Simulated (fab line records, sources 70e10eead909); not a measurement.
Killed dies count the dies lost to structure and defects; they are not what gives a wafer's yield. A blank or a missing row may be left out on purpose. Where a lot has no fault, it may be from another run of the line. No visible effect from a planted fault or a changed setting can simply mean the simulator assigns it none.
fab line records    flow nandHarc
record lots=6  wafers=18  lastDay=24
route steps=1159 shown A_SGD_CUT@755 END@1159
lots that met no fault: taken from a fault-free run of the same line
startH: start of the lot's first displayed wafer, in hours after the record's first day    waitH: hours elapsed since this lot's preceding step    " identical to the entry in the row above    L1.1+2: a row that stands for several wafers    - no value, or no start given    * or withheld: withheld    < > ~ a bound
route shown NAME@n: NAME is a module with steps in the file, n the number in the route of the first one    usual: the fault-free wafers' mean and standard deviation    same: alike in all rows    chamber/n: place in a boat    sites: each site's reading    _std_site: standard deviation of those values    _edge_site: the outer-site mean with the inner-site mean subtracted    radiusMm: how far each site lies from the wafer's centre    mask NAME#n: copy n    behind: tool/chamber where the wafer was last shaped    hold: reason for holding the lot/hours on hold/outcome of the hold    device: whichever transistor did not switch (one of n, p or np)    end of line: at the end of the route, the tests of the same wafers    where a step has no rows: the recipe by itself    killed: dies that structure and defects cost at the first sort, which is not the same as the wafer's yield    map: a wafer's dies, x killed, . not, _ none there
set.NAME: the setting as run; set.NAME@STEP: as run at that earlier step    model.NAME: the simulator's own value behind a step, which no gauge read
certain route steps with their lots: each step a table, each wafer a row
services: from which hour (startH, from the record's first day; less than 0 if before it) a tool's chamber was out of use, for how many hours, and why
## steps
# step NHARC_A_SGD_CUT_EXPOSE_06
# recipe na=1.35  doseMj=85.59  maskId=SGD
# step NHARC_A_SGD_CUT_PEB_07
# recipe pebTempC=100  pebTimeS=65
# step NHARC_A_SGD_CUT_DEVELOP_08
# recipe developTimeS=35  devTempC=23
# step NHARC_A_SGD_CUT_CD_MEAS_09
# recipe targetCdNm=100  landingEnergyEv=500
# usual cdNm=99.7/0.58
lot.wafer  tool      chamber  startH  waitH  cdNm
L616.3     cdSem-03  0        334.02  -      100.5
L616.4     "         0        "       "      100.4
L616.5     "         0        "       "      99.9
L622.1     cdSem-01  0        373.13  -      99.7
L622.3     "         0        "       "      100.4
L622.5     "         0        "       "      99.8
L626.1     cdSem-02  0        389.89  -      99.6
L626.2     "         0        "       "      100.2
L626.3     "         0        "       "      99.3
L627.2     cdSem-01  0        390.04  -      100.3
L627.3     "         0        "       "      100.9
L627.6     "         0        "       "      100.9
L629.3     cdSem-03  0        417.66  -      99.7
L629.4     "         0        "       "      100.3
L629.6     "         0        "       "      99.9
L630.2     cdSem-01  0        428.17  -      100.9
L630.5     "         0        "       "      100.3
L630.6     "         0        "       "      99.8
# step NHARC_A_SGD_CUT_OVL_MEAS_10
# usual overlayXNm=-0.1/0.87  overlayYNm=0.0/0.82
lot.wafer  tool        chamber  startH  waitH  overlayXNm  overlayYNm
L616.3     overlay-02  -        334.10  -      1.8         -0.1
L616.4     "           -        "       "      1.6         0.5
L616.5     "           -        "       "      2.3         -0.1
L622.1     overlay-02  -        373.22  -      0.6         -0.6
L622.3     "           -        "       "      0.8         -0.7
L622.5     "           -        "       "      0.4         -0.7
L626.1     overlay-01  -        389.98  -      -0.3        0.1
L626.2     "           -        "       "      -0.5        0.0
L626.3     "           -        "       "      -1.0        0.7
L627.2     overlay-02  -        390.13  -      -0.2        -0.6
L627.3     "           -        "       "      -0.6        -0.1
L627.6     "           -        "       "      -0.5        -0.5
L629.3     overlay-01  -        417.75  -      -0.4        -0.8
L629.4     "           -        "       "      -0.2        -1.7
L629.6     "           -        "       "      -0.3        -1.2
L630.2     overlay-02  -        428.26  -      -0.3        -0.5
L630.5     "           -        "       "      -0.4        -1.3
L630.6     "           -        "       "      -0.2        0.1
# step NHARC_A_SGD_CUT_INSPECT_11
# usual rawDefectCount=17/10
lot.wafer  tool              chamber  startH  waitH  rawDefectCount
L616.3     defectInspect-02  -        334.14  0.0    6
L616.4     "                 -        "       "      11
L616.5     "                 -        "       "      7
L622.1     defectInspect-01  -        373.26  0.0    13
L622.3     "                 -        "       "      13
L622.5     "                 -        "       "      25
L626.1     defectInspect-02  -        390.01  0.0    4
L626.2     "                 -        "       "      14
L626.3     "                 -        "       "      10
L627.2     defectInspect-01  -        390.17  0.0    26
L627.3     "                 -        "       "      26
L627.6     "                 -        "       "      25
L629.3     defectInspect-01  -        417.78  0.0    37
L629.4     "                 -        "       "      29
L629.6     "                 -        "       "      29
L630.2     defectInspect-01  -        428.29  0.0    15
L630.5     "                 -        "       "      10
L630.6     "                 -        "       "      8
# step NHARC_A_SGD_CUT_DESCUM_14
# recipe timeS=3  o2FlowSccm=200  arFlowSccm=0  biasPowerW=0  chemistry=O2
# usual drypumpMotorCurrentA=5.6/0.58  oesProductAu=1.001/0.011  rfVppV=57.8/0.9  showerheadPlenumPTorr=1.91/0.093  throttleValvePct=11.312/0.0092
# same timeS=3
lot.wafer  tool        chamber  startH  waitH  drypumpMotorCurrentA  oesProductAu  rfHoursCounterH  rfVppV  showerheadPlenumPTorr  throttleValvePct
L616.3     rieDiel-08  1        334.20  0.1    6.2                   0.999         3                57.8    1.92                   11.298
L616.4     "           0        "       "      6.1                   0.996         3                58.0    1.91                   11.314
L616.5     "           1        "       "      6.3                   0.990         -                58.6    1.92                   11.316
L622.1     rieDiel-04  1        373.32  0.1    5.6                   0.986         9                56.8    1.82                   11.312
L622.3     "           3        "       "      6.7                   0.993         9                56.8    1.82                   11.314
L622.5     "           2        "       "      5.4                   0.995         -                56.8    1.96                   11.300
L626.1     rieDiel-05  2        390.07  0.1    5.1                   1.010         3                57.9    2.06                   11.311
L626.3     "           3        "       "      5.2                   1.000         3                59.7    1.98                   11.308
L626.2     "           0        "       "      4.9                   0.974         2                58.7    1.79                   11.310
L627.2     rieDiel-08  3        390.23  0.1    5.8                   1.000         8                57.4    2.02                   11.325
L627.3     "           1        "       "      6.3                   0.983         8                58.6    1.92                   11.290
L627.6     "           3        "       "      5.8                   0.997         -                58.5    2.02                   11.311
L629.3     rieDiel-04  2        417.84  0.1    5.4                   0.996         13               58.5    1.96                   11.318
L629.4     "           3        "       "      6.6                   0.999         13               56.3    1.82                   11.333
L629.6     "           3        "       "      6.7                   1.002         -                57.6    1.82                   11.320
L630.2     rieDiel-08  3        428.35  0.1    5.8                   0.997         12               58.6    2.02                   11.333
L630.6     "           3        "       "      5.8                   1.002         -                58.5    2.02                   11.312
L630.5     "           0        "       "      6.1                   0.987         -                57.1    1.91                   11.320
# step NHARC_A_SGD_CUT_ETCH_58
# recipe targetDepthA=390  overEtchFrac=0.3  timeS=65  ionEnergyEv=80  cf4FlowSccm=150  arFlowSccm=0  rfW=300  biasW=100  chemistry=CF4
# usual drypumpMotorCurrentA=5.5/0.57  oesProductAu=1.000/0.0096  rfVppV=151.0/1.3  showerheadPlenumPTorr=1.76/0.079  throttleValvePct=13.284/0.0099
# same timeS=65
lot.wafer  tool        chamber  startH  waitH  drypumpMotorCurrentA  oesProductAu  rfHoursCounterH  rfVppV  showerheadPlenumPTorr  throttleValvePct
L616.3     rieDiel-08  0        334.28  0.1    6.2                   0.994         3                151.3   1.77                   13.290
L616.4     "           1        "       "      6.3                   0.997         3                151.2   1.77                   13.293
L616.5     "           0        "       "      6.1                   0.978         -                151.6   1.77                   13.271
L622.1     rieDiel-04  3        373.41  0.1    6.6                   0.995         9                151.7   1.69                   13.278
L622.3     "           0        "       "      5.9                   1.016         9                150.6   1.70                   13.277
L622.5     "           2        "       "      5.4                   1.006         -                152.0   1.81                   13.266
L626.2     rieDiel-05  3        390.17  0.1    5.2                   1.018         3                153.3   1.83                   13.305
L626.3     "           0        "       "      4.9                   0.985         2                150.9   1.67                   13.274
L626.1     "           1        "       "      4.7                   1.022         3                148.9   1.66                   13.288
L627.3     rieDiel-08  1        390.32  0.1    6.3                   0.995         8                150.2   1.77                   13.277
L627.2     "           2        "       "      5.0                   0.997         7                151.9   1.84                   13.287
L627.6     "           0        "       "      6.1                   0.987         -                150.9   1.77                   13.264
L629.4     rieDiel-04  1        417.93  0.1    5.6                   1.008         14               151.4   1.68                   13.264
L629.3     "           2        "       "      5.4                   1.007         13               150.9   1.81                   13.275
L629.6     "           0        "       "      5.9                   1.012         -                149.6   1.70                   13.283
L630.2     rieDiel-08  3        428.45  0.1    5.8                   0.986         12               151.1   1.86                   13.288
L630.6     "           1        "       "      6.3                   0.987         -                150.7   1.77                   13.295
L630.5     "           2        "       "      5.0                   1.010         -                152.0   1.84                   13.301
# step NHARC_A_SGD_CUT_ETCH_59
# recipe targetDepthA=2600  overEtchFrac=0.25  timeS=406.25  ionEnergyEv=200  n2FlowSccm=150  h2FlowSccm=150  arFlowSccm=0  rfW=400  biasW=150  chemistry=N2/H2
# usual drypumpMotorCurrentA=5.6/0.58  oesProductAu=1.001/0.01  rfVppV=430/3.1  showerheadPlenumPTorr=2.03/0.1  throttleValvePct=14.171/0.0089
# same timeS=406.25
lot.wafer  tool        chamber  startH  waitH  drypumpMotorCurrentA  oesProductAu  rfHoursCounterH  rfVppV  showerheadPlenumPTorr  throttleValvePct
L616.3     rieDiel-08  3        -       -      5.8                   0.995         4                433     2.16                   14.172
L616.4     "           2        "       "      5.0                   1.001         3                434     2.13                   14.161
L616.5     "           0        "       "      6.1                   0.997         -                430     2.04                   14.173
L622.3     rieDiel-04  3        -       -      6.7                   1.006         9                427     1.94                   14.180
L622.1     "           0        "       "      5.9                   1.012         9                427     1.95                   14.164
L622.5     "           3        "       "      6.7                   0.994         -                429     1.94                   14.191
L626.2     rieDiel-05  3        -       -      5.3                   1.010         3                432     2.11                   14.178
L626.1     "           1        "       "      4.7                   1.005         3                425     1.90                   14.163
L626.3     "           2        "       "      5.1                   1.011         3                435     2.20                   14.171
L627.3     rieDiel-08  2        -       -      5.0                   1.007         7                433     2.13                   14.160
L627.2     "           0        "       "      6.1                   0.991         8                430     2.04                   14.182
L627.6     "           2        "       "      5.0                   1.006         -                431     2.13                   14.184
L629.3     rieDiel-04  1        -       -      5.6                   1.005         14               427     1.93                   14.176
L629.4     "           2        "       "      5.4                   1.007         13               430     2.09                   14.169
L629.6     "           2        "       "      5.4                   1.012         -                432     2.09                   14.178
L630.2     rieDiel-08  2        -       -      5.0                   0.999         11               432     2.13                   14.178
L630.6     "           2        "       "      5.0                   0.979         -                433     2.13                   14.186
L630.5     "           3        "       "      5.8                   0.989         -                434     2.16                   14.175
# step NHARC_A_SGD_CUT_ETCH_15
# recipe targetDepthA=750  timeS=64.3  ch3fFlowSccm=50  o2FlowSccm=30  arFlowSccm=200  rfW=500  biasW=100  chemistry=CH3F/O2
# usual drypumpMotorCurrentA=5.6/0.56  oesProductAu=0.961/0.019  rfVppV=263.7/1.9  showerheadPlenumPTorr=2.44/0.11  throttleValvePct=20.664/0.0099
# same timeS=64.3
lot.wafer  tool        chamber  startH  waitH  drypumpMotorCurrentA  oesProductAu  rfHoursCounterH  rfVppV  showerheadPlenumPTorr  throttleValvePct
L616.4     rieDiel-08  2        -       -      5.0                   0.949         3                265.8   2.57                   20.674
L616.3     "           3        "       "      5.8                   0.962         4                266.5   2.59                   20.667
L616.5     "           2        "       "      5.0                   0.959         -                266.3   2.57                   20.648
L622.3     rieDiel-04  1        -       -      5.6                   0.960         9                262.8   2.34                   20.666
L622.1     "           2        "       "      5.4                   0.962         8                264.4   2.51                   20.672
L622.5     "           2        "       "      5.4                   0.962         -                265.8   2.52                   20.642
L626.3     rieDiel-05  0        -       -      4.9                   0.962         2                262.2   2.31                   20.661
L626.2     "           1        "       "      4.7                   0.982         3                262.5   2.30                   20.661
L626.1     "           2        "       "      5.2                   0.967         3                267.4   2.64                   20.661
L627.3     rieDiel-08  1        -       -      6.2                   0.967         8                264.7   2.46                   20.666
L627.2     "           3        "       "      5.8                   0.959         8                265.8   2.59                   20.658
L627.6     "           1        "       "      6.2                   0.968         -                265.1   2.46                   20.667
L629.3     rieDiel-04  3        -       -      6.6                   0.962         14               261.9   2.34                   20.658
L629.4     "           1        "       "      5.6                   0.976         14               261.7   2.34                   20.675
L629.6     "           3        "       "      6.6                   0.958         -                262.4   2.34                   20.680
L630.2     rieDiel-08  0        -       -      6.1                   0.952         12               264.2   2.45                   20.669
L630.5     "           1        "       "      6.3                   0.976         -                263.8   2.46                   20.669
L630.6     "           2        "       "      5.0                   0.972         -                265.7   2.56                   20.667
# step NHARC_A_SGD_CUT_ETCH_16
# recipe targetDepthA=3105  timeS=155.2  c4f8FlowSccm=withheld  o2FlowSccm=8  arFlowSccm=withheld  rfW=600  biasW=800  chemistry=C4F8/O2/Ar
# usual oesProductAu=0.973/0.015  rfVppV=722/4.8
# same timeS=155.2
lot.wafer  tool        chamber  startH  waitH  oesProductAu  rfHoursCounterH  rfVppV
L616.4     rieDiel-08  2        -       -      0.974         4                728
L616.3     "           3        "       "      0.980         4                730
L616.5     "           3        "       "      0.982         -                729
L622.3     rieDiel-04  1        -       -      0.972         9                718
L622.1     "           3        "       "      0.972         9                718
L622.5     "           2        "       "      0.967         -                725
L626.3     rieDiel-05  0        -       -      0.976         2                717
L626.1     "           1        "       "      0.993         3                715
L626.2     "           3        "       "      0.984         4                726
L627.2     rieDiel-08  1        -       -      0.978         8                723
L627.3     "           2        "       "      0.985         8                727
L627.6     "           0        "       "      0.955         -                724
L629.4     rieDiel-04  0        -       -      0.993         14               719
L629.3     "           1        "       "      0.980         14               717
L629.6     "           1        "       "      0.984         -                719
L630.2     rieDiel-08  1        -       -      0.979         11               724
L630.6     "           1        "       "      0.977         -                723
L630.5     "           2        "       "      0.989         -                727
# step NHARC_A_SGD_CUT_STRIP_60
# recipe c4f8FlowSccm=withheld  o2FlowSccm=8  arFlowSccm=withheld  biasW=0  chemistry=C4F8/O2/Ar
# step NHARC_A_SGD_CUT_STRIP_17
# recipe o2FlowSccm=500  arFlowSccm=0  biasW=0  chemistry=O2
# usual biasW=0/0  chamberPressureMTorr=60.00/0.056  drypumpMotorCurrentA=5.6/0.6  oesProductAu=1.002/0.01  rfVppV=57.8/0.89  showerheadPlenumPTorr=3.50/0.16  throttleValvePct=17.036/0.0087
lot.wafer  tool        chamber  startH  waitH  biasW  chamberPressureMTorr  drypumpMotorCurrentA  oesProductAu  rfHoursCounterH  rfVppV  showerheadPlenumPTorr  throttleValvePct
L616.3     rieDiel-08  0        335.03  -      0      60.04                 6.1                   0.991         4                58.8    3.53                   17.029
L616.4     "           2        "       "      0      59.97                 5.0                   1.002         4                58.3    3.68                   17.048
L616.5     "           1        "       "      0      59.93                 6.2                   0.998         -                58.1    3.54                   17.038
L622.3     rieDiel-04  3        374.10  -      0      60.01                 6.6                   1.000         9                58.9    3.36                   17.033
L622.1     "           1        "       "      0      60.11                 5.6                   0.995         9                58.7    3.36                   17.041
L622.5     "           3        "       "      0      59.99                 6.7                   0.997         -                58.0    3.37                   17.028
L626.2     rieDiel-05  0        390.85  -      -      -                     -                     -             -                -       -                      -
L626.3     "           1        "       "      -      -                     -                     -             -                -       -                      -
L626.1     "           2        "       "      -      -                     -                     -             -                -       -                      -
L627.3     rieDiel-08  3        391.02  -      -      -                     -                     -             -                -       -                      -
L627.2     "           0        "       "      -      -                     -                     -             -                -       -                      -
L627.6     "           2        "       "      -      -                     -                     -             -                -       -                      -
L629.4     rieDiel-04  3        418.65  -      0      59.93                 6.6                   1.013         14               58.7    3.36                   17.043
L629.3     "           0        "       "      0      59.98                 6.0                   1.002         14               56.2    3.39                   17.038
L629.6     "           1        "       "      0      60.03                 5.6                   1.004         -                58.7    3.36                   17.035
L630.2     rieDiel-08  1        429.17  -      0      59.92                 6.3                   0.999         12               58.3    3.53                   17.032
L630.6     "           2        "       "      0      60.11                 5.0                   1.000         -                57.6    3.67                   17.053
L630.5     "           3        "       "      0      59.97                 5.8                   1.003         -                57.2    3.71                   17.042
# step NHARC_A_SGD_CUT_PRECLEAN_18
# recipe timeS=*  tempC=50  bathAgeMin=0  chemistry=SC1
# step NHARC_END_SORT_01
# recipe tempC=25
# usual killedAtArray=28/10  killedAtOther=0.5/0.82  killedAtPeriphery=3.4/2.2  killedDies=31/10  killedOpen=3.4/1.9  killedShort=1.9/1.3
# same grossDies=677
lot.wafer  tool       chamber  startH  waitH  killedAtArray  killedAtOther  killedAtPeriphery  killedDies  killedOpen  killedShort
L622.3     prober-01  0        509.19  3.1    25             0              0                  25          2           2
L622.5     prober-01  0        510.79  3.7    28             0              1                  29          5           1
L626.1     prober-01  0        523.21  2.5    675            0              2                  677         1           3
L626.2     prober-01  0        524.00  2.8    670            0              7                  677         5           3
L626.3     prober-01  0        524.80  3.1    675            0              2                  677         1           2
L627.2     prober-02  0        540.39  2.8    676            0              1                  677         4           1
L627.3     prober-02  0        541.20  3.1    674            2              1                  677         0           1
L627.6     prober-02  0        543.63  4.0    673            2              2                  677         0           2
L629.3     prober-01  0        547.18  3.1    45             0              2                  47          5           0
L629.4     prober-01  0        547.99  3.4    38             0              3                  41          3           2
L629.6     prober-01  0        549.60  4.0    45             0              0                  45          6           1
L630.2     prober-01  0        562.10  2.8    19             0              3                  22          4           4
L630.5     prober-01  0        564.50  3.7    25             0              3                  28          8           2
L630.6     prober-01  0        565.30  4.0    19             0              2                  21          4           4
# killed by level:class
L622.3 A_STAIRCASE:chamberFilmFlake=6 A_SLIT:chamberFilmFlake=6 A_CONTACT:chamberFilmFlake=4 A_CONTACT:geometricParticle:open=2 A_CHANNEL_HOLE_D1:chamberFilmFlake=2 A_ONON_D1:geometricParticle:short=1 A_M1:geometricParticle:short=1 A_ZERO_WELL:chamberFilmFlake=1
L622.5 A_STAIRCASE:chamberFilmFlake=8 A_CHANNEL_HOLE_D1:chamberFilmFlake=7 A_CONTACT:chamberFilmFlake=5 A_SLIT:chamberFilmFlake=3 A_CONTACT:geometricParticle:open=2 P_GATE:geometricParticle:open=1 A_ONON_D1:geometricParticle:open=1 A_M0:geometricParticle:open=1
L626.1 A_SGD_CUT:areaStrip=663 A_CHANNEL_HOLE_D1:chamberFilmFlake=3 A_M0:geometricParticle:short=2 P_STI:chamberFilmFlake=2 A_STAIRCASE:chamberFilmFlake=2 A_CONTACT:chamberFilmFlake=2 A_WL_FILL:geometricParticle:short=1 A_CONTACT:geometricParticle:open=1
L626.2 A_SGD_CUT:areaStrip=650 A_CHANNEL_HOLE_D1:chamberFilmFlake=8 A_CONTACT:chamberFilmFlake=3 P_STI:geometricParticle:open=2 A_WL_FILL:chamberFilmFlake=2 A_STAIRCASE:chamberFilmFlake=2 P_GATE:geometricParticle:open=1 P_CONTACT:geometricParticle:open=1
L626.3 A_SGD_CUT:areaStrip=660 A_STAIRCASE:chamberFilmFlake=4 A_CHANNEL_HOLE_D1:chamberFilmFlake=3 A_ONON_D1:geometricParticle:short=2 A_BLC:chamberFilmFlake=2 P_M0:geometricParticle:open=1 P_GATE:chamberFilmFlake=1 A_CHANNEL_FILL_D1:chamberFilmFlake=1
L627.2 A_SGD_CUT:areaStrip=648 A_CHANNEL_HOLE_D1:chamberFilmFlake=16 A_CHANNEL_FILL_D1:geometricParticle:open=2 A_STAIRCASE:chamberFilmFlake=2 A_BLC:chamberFilmFlake=2 A_SOURCE_PLATE:geometricParticle:open=1 A_SOURCE_PLATE:geometricParticle:short=1 A_M1:geometricParticle:open=1
L627.3 A_SGD_CUT:areaStrip=647 A_CHANNEL_HOLE_D1:chamberFilmFlake=17 A_BLC:chamberFilmFlake=6 A_STAIRCASE:chamberFilmFlake=2 THIN_TSV:chamberFilmFlake=2 P_CONTACT:geometricParticle:short=1 A_SLIT:chamberFilmFlake=1 A_CONTACT:chamberFilmFlake=1
L627.6 A_SGD_CUT:areaStrip=647 A_CHANNEL_HOLE_D1:chamberFilmFlake=16 A_BLC:chamberFilmFlake=4 A_STAIRCASE:chamberFilmFlake=3 THIN_TSV:chamberFilmFlake=2 P_CONTACT:geometricParticle:short=1 A_WL_FILL:geometricParticle:short=1 P_STI:chamberFilmFlake=1
L629.3 A_CHANNEL_HOLE_D1:chamberFilmFlake=20 A_SLIT:chamberFilmFlake=17 A_STAIRCASE:chamberFilmFlake=3 P_CONTACT:geometricParticle:open=1 A_ONON_D1:geometricParticle:open=1 A_STAIRCASE:geometricParticle:open=1 A_M0:geometricParticle:open=1 A_M1:geometricParticle:open=1
L629.4 A_CHANNEL_HOLE_D1:chamberFilmFlake=19 A_SLIT:chamberFilmFlake=9 A_CONTACT:chamberFilmFlake=4 A_STAIRCASE:chamberFilmFlake=3 A_CONTACT:geometricParticle:open=2 P_M0:geometricParticle:open=1 P_M2:geometricParticle:short=1 A_WL_FILL:geometricParticle:short=1
L629.6 A_SLIT:chamberFilmFlake=18 A_CHANNEL_HOLE_D1:chamberFilmFlake=15 A_STAIRCASE:chamberFilmFlake=3 A_ONON_D1:geometricParticle:open=2 A_CONTACT:chamberFilmFlake=2 A_SGD_CUT:geometricParticle:open=1 A_CONTACT:geometricParticle:short=1 A_M0:geometricParticle:open=1
L630.2 A_CONTACT:chamberFilmFlake=5 A_CHANNEL_FILL_D1:geometricParticle:short=4 A_CHANNEL_HOLE_D1:chamberFilmFlake=4 P_M0:geometricParticle:open=2 A_CONTACT:geometricParticle:open=2 A_STAIRCASE:chamberFilmFlake=2 P_GATE:chamberFilmFlake=1 A_ZERO_WELL:chamberFilmFlake=1
L630.5 A_CHANNEL_HOLE_D1:chamberFilmFlake=10 A_CONTACT:chamberFilmFlake=5 A_WL_FILL:geometricParticle:open=2 A_CONTACT:geometricParticle:open=2 P_M0:chamberFilmFlake=2 P_M0:geometricParticle:open=1 A_CHANNEL_FILL_D1:geometricParticle:open=1 A_CHANNEL_FILL_D1:geometricParticle:short=1
L630.6 A_CONTACT:chamberFilmFlake=6 A_CHANNEL_HOLE_D1:chamberFilmFlake=3 A_WL_FILL:geometricParticle:short=2 A_BLC:geometricParticle:open=2 P_STI:chamberFilmFlake=2 A_CHANNEL_FILL_D1:geometricParticle:short=1 A_SGD_CUT:geometricParticle:short=1 A_SLIT:geometricParticle:open=1
# map L626.1 (x killed, . not)
____________x____________
_________xxxxxxx_________
_______xxxxxxxxxxx_______
______xxxxxxxxxxxxx______
_____xxxxxxxxxxxxxxx_____
____xxxxxxxxxxxxxxxxx____
____xxxxxxxxxxxxxxxxx____
___xxxxxxxxxxxxxxxxxxx___
___xxxxxxxxxxxxxxxxxxx___
__xxxxxxxxxxxxxxxxxxxxx__
__xxxxxxxxxxxxxxxxxxxxx__
_xxxxxxxxxxxxxxxxxxxxxxx_
_xxxxxxxxxxxxxxxxxxxxxxx_
_xxxxxxxxxxxxxxxxxxxxxxx_
_xxxxxxxxxxxxxxxxxxxxxxx_
_xxxxxxxxxxxxxxxxxxxxxxx_
xxxxxxxxxxxxxxxxxxxxxxxxx
xxxxxxxxxxxxxxxxxxxxxxxxx
xxxxxxxxxxxxxxxxxxxxxxxxx
xxxxxxxxxxxxxxxxxxxxxxxxx
xxxxxxxxxxxxxxxxxxxxxxxxx
_xxxxxxxxxxxxxxxxxxxxxxx_
_xxxxxxxxxxxxxxxxxxxxxxx_
_xxxxxxxxxxxxxxxxxxxxxxx_
_xxxxxxxxxxxxxxxxxxxxxxx_
_xxxxxxxxxxxxxxxxxxxxxxx_
__xxxxxxxxxxxxxxxxxxxxx__
__xxxxxxxxxxxxxxxxxxxxx__
___xxxxxxxxxxxxxxxxxxx___
___xxxxxxxxxxxxxxxxxxx___
____xxxxxxxxxxxxxxxxx____
____xxxxxxxxxxxxxxxxx____
_____xxxxxxxxxxxxxxx_____
______xxxxxxxxxxxxx______
_______xxxxxxxxxxx_______
_________xxxxxxx_________
____________x____________
# map L627.2 (x killed, . not)
____________x____________
_________xxxxxxx_________
_______xxxxxxxxxxx_______
______xxxxxxxxxxxxx______
_____xxxxxxxxxxxxxxx_____
____xxxxxxxxxxxxxxxxx____
____xxxxxxxxxxxxxxxxx____
___xxxxxxxxxxxxxxxxxxx___
___xxxxxxxxxxxxxxxxxxx___
__xxxxxxxxxxxxxxxxxxxxx__
__xxxxxxxxxxxxxxxxxxxxx__
_xxxxxxxxxxxxxxxxxxxxxxx_
_xxxxxxxxxxxxxxxxxxxxxxx_
_xxxxxxxxxxxxxxxxxxxxxxx_
_xxxxxxxxxxxxxxxxxxxxxxx_
_xxxxxxxxxxxxxxxxxxxxxxx_
xxxxxxxxxxxxxxxxxxxxxxxxx
xxxxxxxxxxxxxxxxxxxxxxxxx
xxxxxxxxxxxxxxxxxxxxxxxxx
xxxxxxxxxxxxxxxxxxxxxxxxx
xxxxxxxxxxxxxxxxxxxxxxxxx
_xxxxxxxxxxxxxxxxxxxxxxx_
_xxxxxxxxxxxxxxxxxxxxxxx_
_xxxxxxxxxxxxxxxxxxxxxxx_
_xxxxxxxxxxxxxxxxxxxxxxx_
_xxxxxxxxxxxxxxxxxxxxxxx_
__xxxxxxxxxxxxxxxxxxxxx__
__xxxxxxxxxxxxxxxxxxxxx__
___xxxxxxxxxxxxxxxxxxx___
___xxxxxxxxxxxxxxxxxxx___
____xxxxxxxxxxxxxxxxx____
____xxxxxxxxxxxxxxxxx____
_____xxxxxxxxxxxxxxx_____
______xxxxxxxxxxxxx______
_______xxxxxxxxxxx_______
_________xxxxxxx_________
____________x____________
## services
tool        chamber  startH  hours  kind
rieDiel-08  0        311.85  -      clean
rieDiel-08  1        311.85  -      clean
rieDiel-08  2        311.85  -      clean
rieDiel-08  3        311.85  -      clean
rieDiel-05  1        318.65  1.5    repair
rieDiel-08  0        336.35  -      clean
rieDiel-08  1        336.35  -      clean
rieDiel-08  2        336.35  -      clean
rieDiel-08  3        336.35  -      clean
rieDiel-05  -        340.60  9.0    pm
rieDiel-04  -        354.03  0.4    repair
rieDiel-08  0        360.85  -      clean
rieDiel-08  1        360.85  -      clean
rieDiel-08  2        360.85  -      clean
rieDiel-08  3        360.85  -      clean
rieDiel-05  0        369.69  4.2    repair
rieDiel-08  2        372.56  9.2    repair
rieDiel-08  0        385.35  -      clean
rieDiel-08  1        385.48  2.0    repair
rieDiel-04  -        388.29  0.5    repair
rieDiel-05  3        392.92  21.0   repair
rieDiel-05  0        403.87  19.4   repair
rieDiel-04  1        423.46  4.2    repair
rieDiel-04  3        428.64  5.6    repair
## key
firstSign step=NHARC_A_SGD_CUT_STRIP_17  reading=toolRecord  direction=missing
effect step=NHARC_END_SORT_01  reading=killedAtArray  direction=up  sigmas=63  usual=28  struck=674
moreKillsBornAt NHARC_A_SGD_CUT_STRIP_17@rieDiel-05=1973  NHARC_A_SGD_CUT_STRIP_17@rieDiel-08=1942
metAt NHARC_A_SGD_CUT_STRIP_17
struckWafers L626.1,L626.2,L626.3,L627.2,L627.3,L627.6
laterRowsLeftOut L626.1,L626.2,L626.3,L627.2,L627.3,L627.6
testerLeftOut L626,L627
onsetBetween 335.03 390.85
fault kind=skippedStepWhole  tool=rieDiel-05,rieDiel-08  chamber=-  onsetH=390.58  steps=NHARC_A_SGD_CUT_STRIP_17  scope=struckLotsOnly
# testerLeftOut: of these lots the tester's yield and bins aren't shown, on N5 and GAA mostly nor the transistor test; their killed dies are dies lost to structure and defects alone, not to doping, threshold or leakage, so they don't give the yield
# laterRowsLeftOut: the simulator's readings of these wafers behind a module that went badly wrong aren't trusted and aren't shown, but for the sort
